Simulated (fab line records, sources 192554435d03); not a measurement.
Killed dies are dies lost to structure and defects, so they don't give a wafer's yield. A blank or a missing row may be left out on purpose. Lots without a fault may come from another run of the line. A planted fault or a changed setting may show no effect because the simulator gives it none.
Which tool did it? | flow n5_finfet | 24 lots, 72 wafers sampled, at 3 steps of a route of 1938

WHAT THE GAUGES READ, wafer by wafer
N5_BEOL_M8_RS_MEAS_57: measures by four-point-probe.
lot  | measured     | on            | M8_RS (ohm/sq)
L074 | day 10 10:37 | film_metro-01 | 0.284 0.273 0.285
L075 | day 10 10:50 | film_metro-01 | 0.294 0.294 0.293
L076 | day 10 17:27 | film_metro-02 | 0.291 0.289 0.295
L079 | day 10 23:26 | film_metro-02 | 0.291 0.291 0.283
L077 | day 11 18:05 | film_metro-01 | 0.288 0.300 0.294
L078 | day 11 19:16 | film_metro-01 | 0.291 0.290 0.291
L081 | day 11 23:50 | film_metro-02 | 0.295 0.285 0.292
L080 | day 12 08:29 | film_metro-02 | 0.291 0.283 0.289
L082 | day 12 10:49 | film_metro-02 | 0.276 0.285 0.287
L083 | day 12 12:22 | film_metro-01 | 0.287 0.290 0.288
L084 | day 12 14:35 | film_metro-01 | 0.286 0.288 0.287
L085 | day 12 21:41 | film_metro-02 | 0.290 0.288 0.287
L086 | day 13 14:30 | film_metro-01 | 0.283 0.285 0.283
L087 | day 13 23:43 | film_metro-02 | 0.296 0.297 0.292
L089 | day 14 02:47 | film_metro-01 | 0.293 0.284 0.285
L088 | day 14 03:37 | film_metro-01 | 0.281 0.260 0.268
L090 | day 14 03:47 | film_metro-02 | 0.301 0.285 0.295
L092 | day 14 10:53 | film_metro-02 | 0.284 0.273 0.278
L091 | day 14 12:31 | film_metro-01 | 0.282 0.284 0.280
L093 | day 15 00:18 | film_metro-02 | 0.286 0.277 0.284
L094 | day 15 09:28 | film_metro-02 | 0.278 0.274 0.287
L095 | day 15 11:44 | film_metro-02 | 0.273 0.290 0.285
L096 | day 16 08:31 | film_metro-02 | 0.289 0.276 0.299
L097 | day 17 14:04 | film_metro-02 | 0.287 0.298 0.297

N5_BEOL_M9_OVL_MEAS_12.
lot  | measured     | on         | M9_OVL (nm)
L074 | day 10 12:18 | overlay-01 | 1.4 0.9 1.4
L075 | day 10 12:29 | overlay-01 | 0.3 -0.1 1.0
L076 | day 10 20:31 | overlay-01 | 0.5 0.9 0.3
L079 | day 11 01:08 | overlay-02 | 0.7 0.1 -0.4
L077 | day 11 19:14 | overlay-02 | -0.6 -1.1 0.0
L078 | day 11 21:46 | overlay-02 | 0.4 0.4 1.1
L081 | day 12 03:03 | overlay-01 | 1.0 1.2 0.8
L080 | day 12 10:04 | overlay-02 | 0.8 0.6 -0.3
L082 | day 12 12:50 | overlay-02 | 0.1 -0.1 -0.9
L083 | day 12 13:47 | overlay-01 | 0.6 1.3 0.3
L084 | day 12 18:12 | overlay-02 | 0.3 0.7 0.6
L085 | day 12 23:32 | overlay-01 | 0.1 1.3 -0.8
L086 | day 13 16:10 | overlay-01 | 0.3 0.5 0.0
L087 | day 14 01:37 | overlay-02 | -0.6 0.8 1.0
L089 | day 14 04:32 | overlay-01 | -0.2 -0.2 -0.2
L088 | day 14 05:09 | overlay-02 | 1.8 1.3 1.7
L090 | day 14 05:47 | overlay-01 | 0.3 -0.4 0.4
L092 | day 14 12:10 | overlay-01 | -0.5 -0.1 -0.2
L091 | day 14 14:18 | overlay-02 | 1.2 0.7 -0.2
L093 | day 15 02:37 | overlay-01 | 0.8 -0.1 0.8
L094 | day 15 11:15 | overlay-01 | 1.2 1.5 1.2
L095 | day 15 13:11 | overlay-02 | 0.4 1.3 0.8
L096 | day 16 10:14 | overlay-01 | 0.8 0.1 1.0
L097 | day 17 18:08 | overlay-02 | 0.6 1.6 1.6

N5_BEOL_M9_CD_MEAS_28: target cd 70 nm.
lot  | measured     | on        | cd_nm (nm)
L074 | day 10 15:15 | cd_sem-01 | 69.91 69.98 69.95
L075 | day 10 15:05 | cd_sem-01 | 69.98 69.58 70.09
L076 | day 10 22:19 | cd_sem-02 | 70.15 69.67 70.08
L079 | day 11 02:13 | cd_sem-01 | 70.49 69.73 69.92
L077 | day 11 20:53 | cd_sem-02 | 70.67 70.08 70.18
L078 | day 11 23:04 | cd_sem-02 | 70.23 70.27 69.99
L081 | day 12 05:23 | cd_sem-01 | 70.24 69.76 70.28
L080 | day 12 11:32 | cd_sem-02 | 69.62 70.10 69.90
L082 | day 12 16:59 | cd_sem-03 | 69.91 69.98 69.99
L083 | day 12 17:02 | cd_sem-02 | 69.49 69.54 69.54
L084 | day 12 19:40 | cd_sem-03 | 70.35 70.22 69.94
L085 | day 13 01:22 | cd_sem-01 | 70.15 70.02 69.67
L086 | day 13 17:52 | cd_sem-01 | 70.22 69.95 70.15
L087 | day 14 02:33 | cd_sem-02 | 70.44 69.99 69.81
L089 | day 14 08:17 | cd_sem-02 | 69.55 70.04 70.12
L088 | day 14 08:20 | cd_sem-01 | 69.50 69.88 69.85
L090 | day 14 08:15 | cd_sem-01 | 70.09 69.82 70.09
L092 | day 14 13:32 | cd_sem-03 | 69.77 69.82 69.83
L091 | day 14 17:40 | cd_sem-01 | 69.76 69.87 70.02
L093 | day 15 08:20 | cd_sem-01 | 69.90 69.87 70.03
L094 | day 15 14:27 | cd_sem-01 | 69.61 69.90 69.76
L095 | day 15 14:25 | cd_sem-02 | 69.79 69.69 70.02
L096 | day 16 14:41 | cd_sem-01 | 70.08 70.36 69.63
L097 | day 17 20:16 | cd_sem-03 | 70.23 69.80 70.08

WHICH TOOL RAN EACH LOT (tool, then ch and the chambers of the sampled wafers, then the start)
The record holds no process step before these readings.

WHAT THE TOOLS THEMSELVES READ (means of the sampled wafers that have a number; where no wafer has one, the mark that the record gives instead)
The record holds no such reading with a usual standard deviation.

THE ANSWER, worked out from the rows above alone
Rule: what is usual is taken from the lots themselves. Put in order of their means at a reading, lots are off if they are a third of the lots or fewer, leave a main group of 4 or more, and stand apart from it by a gap of 3 or more times the standard deviation of the main group's means; of several such gaps the widest counts. A main group whose means are all the same, to the digits that the tables above print for the reading, isn't used. A lot without any number at a reading at which 4 lots or more have one is off too. The other lots that the step has rows for count as sound. The gauges are gone through in route order, then the tools' own readings, and for those a lot's mean is taken as printed above. The first step at which some lot is off is used, and at that step the reading that is off furthest; a lot without a number counts as furthest.
No lot is off at any reading shown: from this, nothing can be told.

WHAT THE SIMULATOR HAD PUT IN
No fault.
